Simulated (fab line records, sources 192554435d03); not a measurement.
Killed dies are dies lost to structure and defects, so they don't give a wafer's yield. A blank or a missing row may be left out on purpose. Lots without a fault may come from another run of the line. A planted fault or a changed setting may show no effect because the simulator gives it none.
Chamber matching | flow n5_finfet | N5_BEOL_M6_DESCUM_16 on rie_diel-05: 4 sister chambers
The step chemistry O2, time 7.9 s. 20 wafers are shown with their chamber, then 10 later ones without.

WAFERS WITH THEIR CHAMBER
wafer  | chamber | drypump_motor_current_A (A) | throttle_valve_pct (%) | showerhead_plenum_p_Torr (Torr)
L074.1 | 0       | 4.7                         | 20.16                  | 2.14
L074.5 | 0       | 4.7                         | 20.15                  | 2.14
L074.6 | 1       | 5.5                         | 20.68                  | 2.05
L075.3 | 2       | 5.8                         | 20.66                  | 2.07
L075.4 | 3       | 6.3                         | 20.04                  | 2.07
L075.6 | 1       | 5.6                         | 20.71                  | 2.05
L076.1 | 2       | 5.7                         | 20.68                  | 2.07
L076.3 | 3       | 6.3                         | 20.06                  | 2.07
L076.5 | 0       | 4.7                         | 20.15                  | 2.13
L083.1 | 2       | 5.7                         | 20.70                  | 2.06
L083.2 | 0       | 4.7                         | 20.19                  | 2.13
L083.3 | 3       | 6.3                         | 20.09                  | 2.07
L085.1 | 0       | 4.7                         | 20.21                  | 2.13
L085.3 | 1       | 5.5                         | 20.74                  | 2.04
L085.6 | 0       | 4.7                         | 20.21                  | 2.13
L084.2 | 1       | 5.6                         | 20.75                  | 2.04
L084.4 | 1       | 5.6                         | 20.74                  | 2.04
L084.5 | 3       | 6.3                         | 20.08                  | 2.06
L086.1 | 3       | 6.3                         | 20.09                  | 2.06
L086.3 | 0       | 4.7                         | 20.19                  | 2.13

SIGNATURES (means of the wafers above)
reading                  | chamber 0 | chamber 1 | chamber 2 | chamber 3 | scatter within a chamber
drypump_motor_current_A  | 4.700     | 5.560     | 5.733     | 6.300     | 0.0342
throttle_valve_pct       | 20.1800   | 20.7240   | 20.6800   | 20.0720   | 0.0252
showerhead_plenum_p_Torr | 2.1329    | 2.0440    | 2.0667    | 2.0660    | 0.0053
Rule: a wafer's distance from a chamber is the root of the sum, over the readings, of the square of ((its reading less the chamber's mean) divided by the reading's scatter). The wafer belongs to the nearest chamber; if the next one is less than 2 further off, it can't be placed. The scatter: the root of (the sum of the squares of (reading less its chamber's mean) over the shown wafers, divided by (wafers less chambers)).

WAFERS WITHOUT THEIR CHAMBER
wafer  | drypump_motor_current_A (A) | throttle_valve_pct (%) | showerhead_plenum_p_Torr (Torr)
L086.4 | 6.3                         | 20.11                  | 2.06
L087.1 | 5.6                         | 20.74                  | 2.03
L087.2 | 6.3                         | 20.08                  | 2.06
L087.5 | 5.6                         | 20.75                  | 2.03
L088.3 | 4.7                         | 20.22                  | 2.12
L088.4 | 4.7                         | 20.22                  | 2.12
L088.5 | 5.6                         | 20.77                  | 2.03
L094.3 | 5.8                         | 20.46                  | 2.06
L094.4 | 5.6                         | 20.76                  | 2.03
L094.5 | 6.3                         | 20.09                  | 2.06

WHICH CHAMBER EACH WENT THROUGH
wafer  | from the rows above | in truth
L086.4 | 3                   | 3
L087.1 | 1                   | 1
L087.2 | 3                   | 3
L087.5 | 1                   | 1
L088.3 | 0                   | 0
L088.4 | 0                   | 0
L088.5 | 1                   | 1
L094.3 | 2                   | 2
L094.4 | 1                   | 1
L094.5 | 3                   | 3
Placed correctly: 10 of 10. Can't be placed from these rows: 0. Placed wrongly: 0.
